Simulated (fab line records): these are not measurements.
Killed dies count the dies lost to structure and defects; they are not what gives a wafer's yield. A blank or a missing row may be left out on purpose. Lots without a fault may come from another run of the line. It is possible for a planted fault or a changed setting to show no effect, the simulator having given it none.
Matching of chambers | flow n5_finfet | N5_BEOL_M6_CMP_52 on cmp-01: 4 sister chambers
The step polishes, stops on SiCOH lowk, t overpolish 6.9 s, target thk 80 nm. 20 wafers are shown with their chamber, then 10 later ones without.

## WAFERS PAIRED WITH THEIR CHAMBERS
wafer  | chamber | motor_current_A (A) | time_to_endpoint_s (s) | overpolish_run_s (s)
L075.1 | 0       | 6.1                 | 57                     | 6.896
L075.2 | 2       | 5.3                 | 56                     | 6.896
L075.3 | 3       | 5.9                 | 54                     | 6.912
L075.4 | 1       | 6.0                 | 55                     | 6.906
L075.5 | 0       | 5.7                 | 59                     | 6.902
L075.6 | 3       | 5.8                 | 57                     | 6.873
L076.2 | 0       | 6.0                 | 59                     | 6.899
L076.3 | 2       | 5.5                 | 61                     | 6.895
L076.4 | 1       | 5.7                 | 57                     | 6.902
L076.1 | 3       | 5.7                 | 63                     | 6.903
L076.5 | 0       | 5.8                 | 57                     | 6.900
L076.6 | 1       | 5.7                 | 58                     | 6.899
L078.1 | 0       | 5.5                 | 55                     | 6.903
L078.4 | 3       | 5.8                 | 62                     | 6.907
L078.6 | 0       | 5.8                 | 60                     | 6.888
L081.2 | 1       | 6.0                 | 55                     | 6.900
L081.3 | 2       | 5.6                 | 55                     | 6.893
L081.5 | 1       | 6.0                 | 53                     | 6.905
L082.3 | 2       | 5.7                 | 60                     | 6.893
L082.4 | 0       | 6.3                 | 60                     | 6.917

SIGNATURES, as means of the wafers listed above
reading            | chamber 0 | chamber 1 | chamber 2 | chamber 3 | scatter within a chamber
motor_current_A    | 5.886     | 5.880     | 5.525     | 5.800     | 0.201
time_to_endpoint_s | 58.14     | 55.60     | 58.00     | 59.00     | 2.69
overpolish_run_s   | 6.90071   | 6.90240   | 6.89425   | 6.89875   | 0.00945
Rule: for each reading, subtract the chamber's mean from the wafer's reading, divide by that reading's scatter and square the result; add these up over the readings and take the root, which gives the wafer's distance from the chamber. The wafer belongs to the nearest chamber; if the next one is less than 2 further off, it can't be placed. How the scatter is found: for the shown wafers, subtract from each reading the mean of its chamber, square and add these, divide the total by (wafers less chambers), then take the root.

## WAFERS MISSING THEIR CHAMBER
wafer  | motor_current_A (A) | time_to_endpoint_s (s) | overpolish_run_s (s)
L082.5 | 5.4                 | 62                     | 6.904
L088.1 | 6.0                 | 64                     | 6.896
L088.3 | 6.2                 | 58                     | 6.923
L088.4 | 5.9                 | 59                     | 6.886
L091.2 | 5.9                 | 63                     | 6.897
L091.3 | 5.5                 | 61                     | 6.901
L091.6 | 5.8                 | 61                     | 6.916
L095.2 | 5.6                 | 58                     | 6.879
L095.3 | 5.9                 | 62                     | 6.889
L095.4 | 6.3                 | 56                     | 6.894

## CHAMBER TAKEN BY EACH
wafer  | from the rows above               | in truth
L082.5 | can't be placed: 2 or 3 or 0 or 1 | 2
L088.1 | can't be placed: 3 or 0 or 1 or 2 | 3
L088.3 | can't be placed: 0 or 1 or 3 or 2 | 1
L088.4 | can't be placed: 3 or 0 or 2 or 1 | 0
L091.2 | can't be placed: 3 or 0 or 2 or 1 | 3
L091.3 | can't be placed: 2 or 3 or 0 or 1 | 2
L091.6 | can't be placed: 3 or 0 or 1 or 2 | 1
L095.2 | can't be placed: 2 or 3 or 0 or 1 | 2
L095.3 | can't be placed: 3 or 0 or 2 or 1 | 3
L095.4 | can't be placed: 1 or 0 or 3 or 2 | 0
Placed correctly: 0 of 10. From these rows, 10 cannot be placed; in 10 the true chamber is one of the candidates. Number placed wrongly: 0.
